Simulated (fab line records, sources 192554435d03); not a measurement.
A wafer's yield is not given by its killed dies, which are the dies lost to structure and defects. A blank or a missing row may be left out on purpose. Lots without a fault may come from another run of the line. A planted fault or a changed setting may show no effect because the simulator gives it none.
Problem report in the 8D (eight disciplines) form, filled by code ; flow n5_finfet ; the parts of the form that need people (team, actions taken, sign-off) are left out

== 1. THE PROBLEM ==
Wafers free of any fault read 659 nm (standard deviation 9.1) for M12_ILD_THK at N5_BEOL_M12_THK_MEAS_01, against a mean of 760 nm on 3 wafers of 2 lots. That is +11 standard deviations from the usual mean.
The first sign was on wafer L789.5 at day 14 19:26, on film_metro-01. The record has a number at this step for 28 wafers belonging to 10 lots. Rule for "out", or "out of limits": more than 4 standard deviations from the usual mean. Any other wafer with a number is counted as sound.

== 2. WHAT IT IS; WHAT IT IS NOT ==
question;is;is not
which readings at this step;M12_ILD_THK;-
which lots;L789, L790;L775, L777, L779, L780, L781, L782, L793, L794
which wafers of those lots;L789.5, L790.1, L790.5;L789.6
read on which gauges;film_metro-01, film_metro-02;-
when;from day 14 19:26;"up to then (19 sound wafers); but 6 sound wafers of L793, L794 came after"

== 3. WHAT RULES OUT EACH SUSPECT ==
Counting: a tool at a process step up to the reading stays a suspect if it ran every lot that is out. Sound lots after the first of them don't rule it out here, since some wafers of a struck lot are sound.
- the gauge at N5_BEOL_M12_THK_MEAS_01 has been ruled out. Those wafers that are out were read across 2 gauges (film_metro-01, film_metro-02).
- pecvd-03 at N5_BEOL_M12_ILD_DEP_00 (deposits SiOC from DEMS/O2, target thk 658.92 nm, time 130.7 s): kept. It processed each lot that is out (first: L789, day 14 19:22); up to then, its last sound lot is L781 (day 12 09:50). On those wafers its own readings are out: run_length_s.
- Within pecvd-03 at N5_BEOL_M12_ILD_DEP_00: the wafers that are out ran in chambers 0, 2; their sound lot-mates ran in chamber 1.
After counting, what remains is pecvd-03 at N5_BEOL_M12_ILD_DEP_00.

== 4. THE CAUSE (what the simulator had put in) ==
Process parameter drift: pecvd-03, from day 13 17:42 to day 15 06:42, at N5_BEOL_M12_ILD_DEP_00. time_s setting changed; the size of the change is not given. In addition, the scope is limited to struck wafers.
Only this tool survived the counting.

== 5. SEQUENCE OF EFFECTS, ordered by route ==
One row per reading whose mean, taken over the struck wafers that have a number, lies over 3 standard deviations from the usual. Scope: only readings with a usual standard deviation given in the record; hours: median across lots of the time from each lot's start at the first step in this table that gives one to its start at this step; sigmas: change in usual standard deviations.
hours;step;reading;usual;on struck wafers;change;sigmas
0;N5_BEOL_M12_ILD_DEP_00;run_length_s;175.6 s;195.5;+19.9;+31
0;N5_BEOL_M12_THK_MEAS_01;M12_ILD_THK;659 nm;760;+101;+11
1;N5_BEOL_M12_STRIP_63;strip_time_to_endpoint_s;42.3 s;34.2;-8.1;-8.7
It contains these process steps:
- N5_BEOL_M12_ILD_DEP_00: deposits SiOC from DEMS/O2, target thk 658.92 nm, time 130.7 s.
- N5_BEOL_M12_STRIP_63: strips in N2/H2.
Later steps that measure or inspect, where all struck wafers having a row at the step show a number for every such reading and not one has moved that far: N5_BEOL_M12_INSPECT_12.

== 6. HOW IT WOULD HAVE BEEN CAUGHT EARLIER ==
Counted from the fault's start at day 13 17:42, it took 26 hours until the first out-of-limits reading at a measuring or inspecting step in this record, taken at day 14 19:26.
Tool's own readings at N5_BEOL_M12_ILD_DEP_00, run_length_s: out on all struck wafers the step has rows for; an alarm limit on them would have tripped on the first.
Among the 2 lots that are out, L790 began N5_BEOL_M12_ILD_DEP_00 on pecvd-03 after day 14 19:26. It would have been spared by a hold on the tool at that moment.
